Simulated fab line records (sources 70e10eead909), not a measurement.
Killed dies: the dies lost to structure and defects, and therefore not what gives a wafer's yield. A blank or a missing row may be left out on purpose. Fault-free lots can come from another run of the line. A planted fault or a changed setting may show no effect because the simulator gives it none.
Matching of chambers + flow nand_harc + 4 sister chambers for NHARC_A_STAIRCASE_DESCUM_186 on rie_diel-06
The step chemistry O2, time 3 s. 14 wafers are shown with their chamber, then 7 later ones without.

## EACH WAFER AND ITS CHAMBER
| wafer  | chamber | drypump_motor_current_A (A) | showerhead_plenum_p_Torr (Torr) | oes_product_au (a.u.) |
|--------|---------|-----------------------------|---------------------------------|-----------------------|
| L436.2 | 3       | 6.5                         | 1.79                            | 1.002                 |
| L436.5 | 1       | 5.5                         | 1.97                            | 0.991                 |
| L436.6 | 0       | 5.7                         | 2.00                            | 0.999                 |
| L440.1 | 1       | 5.5                         | 1.96                            | 0.973                 |
| L440.2 | 3       | 6.5                         | 1.78                            | 0.984                 |
| L440.3 | 0       | 5.6                         | 2.00                            | 1.013                 |
| L441.2 | 1       | 5.5                         | 1.96                            | 0.984                 |
| L441.4 | 0       | 5.6                         | 2.00                            | 1.008                 |
| L441.6 | 1       | 5.5                         | 1.96                            | 0.979                 |
| L444.2 | 1       | 5.5                         | 1.96                            | 0.988                 |
| L444.3 | 3       | 6.5                         | 1.78                            | 1.001                 |
| L444.5 | 0       | 5.6                         | 1.99                            | 1.010                 |
| L446.3 | 2       | 5.0                         | 1.88                            | 1.012                 |
| L446.4 | 3       | 6.5                         | 1.77                            | 1.007                 |

SIGNATURES (averages over the wafers above)
| reading                  | chamber 0 | chamber 1 | chamber 2 | chamber 3 | scatter within a chamber |
|--------------------------|-----------|-----------|-----------|-----------|--------------------------|
| drypump_motor_current_A  | 5.625     | 5.500     | 5.000     | 6.500     | 0.0274                   |
| showerhead_plenum_p_Torr | 1.9975    | 1.9620    | 1.8800    | 1.7800    | 0.00596                  |
| oes_product_au           | 1.00750   | 0.98300   | 1.01200   | 0.99850   | 0.00785                  |
Rule: distance of a wafer from a chamber = root of the sum over the readings of ((wafer's reading minus chamber's mean) / reading's scatter) squared. The wafer belongs to the nearest chamber; if the next one is less than 2 further off, it can't be placed. The scatter: take each reading less its chamber's mean, square it, sum over the shown wafers, divide by the number of wafers less the number of chambers, and take the root.

## WAFERS WHOSE CHAMBER IS MISSING
| wafer  | drypump_motor_current_A (A) | showerhead_plenum_p_Torr (Torr) | oes_product_au (a.u.) |
|--------|-----------------------------|---------------------------------|-----------------------|
| L446.5 | 6.5                         | 1.77                            | 0.987                 |
| L453.2 | 5.6                         | 1.98                            | 1.001                 |
| L453.4 | 5.0                         | 1.88                            | 1.003                 |
| L453.5 | 5.0                         | 1.88                            | 1.000                 |
| L454.2 | 5.7                         | 1.98                            | 1.004                 |
| L454.5 | 6.5                         | 2.07                            | 1.015                 |
| L454.6 | 5.0                         | 1.87                            | 1.002                 |

## EACH ONE'S CHAMBER
| wafer  | from the rows above | in truth                   |
|--------|---------------------|----------------------------|
| L446.5 | 3                   | 3                          |
| L453.2 | 0                   | 0                          |
| L453.4 | 2                   | 2                          |
| L453.5 | 2                   | 2                          |
| L454.2 | 0                   | 0                          |
| L454.5 | 0                   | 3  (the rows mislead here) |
| L454.6 | 2                   | 2                          |
Correct placement for 6 of the 7. Number that these rows cannot place: 0. Placed wrongly: 1.
